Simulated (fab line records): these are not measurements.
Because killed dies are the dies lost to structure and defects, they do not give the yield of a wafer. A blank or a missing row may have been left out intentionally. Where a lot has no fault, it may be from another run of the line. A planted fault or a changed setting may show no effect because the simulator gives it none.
Chamber matching ; flow n5-finfet ; 4 sister chambers for N5_HKMG_FIN_STRIP_92 on rie-diel-05
The step strips SOC in N2/H2, time 20 s. 4 wafers are shown with their chamber, then 7 later ones without.

== WAFERS, EACH WITH ITS CHAMBER ==
wafer;chamber;showerhead-plenum-p-Torr (Torr)
L081.2;3;3.22
L085.5;2;3.46
L088.2;1;3.41
L088.3;0;3.46

== WAFERS MISSING THEIR CHAMBER ==
wafer;showerhead-plenum-p-Torr (Torr)
L088.6;3.46
L091.3;3.41
L091.4;3.46
L091.5;3.46
L094.3;3.21
L094.4;3.45
L094.6;3.45

== CHAMBER TAKEN BY EACH ==
wafer;from the rows above;in truth
L088.6;can't be placed: 0 or 2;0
L091.3;1;1
L091.4;can't be placed: 0 or 2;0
L091.5;can't be placed: 0 or 2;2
L094.3;3;3
L094.4;can't be placed: 0 or 2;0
L094.6;can't be placed: 0 or 2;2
Correct placement for 2 of the 7. These rows do not allow placing 5 (true chamber among the candidates in 5). Wrongly placed: 0.
How it was worked out, from the rows above alone: a wafer's distance from a chamber is the root of the sum, over the readings, of the square of ((its reading less the chamber's mean) divided by the reading's scatter). The wafer belongs to the nearest chamber; if the next one is less than 2 further off, it can't be placed. A chamber's mean is the mean of its shown wafers. The scatter (one wafer shown for each chamber): square how far every hidden wafer sits from the nearest shown wafer, average those squares and take the square root.
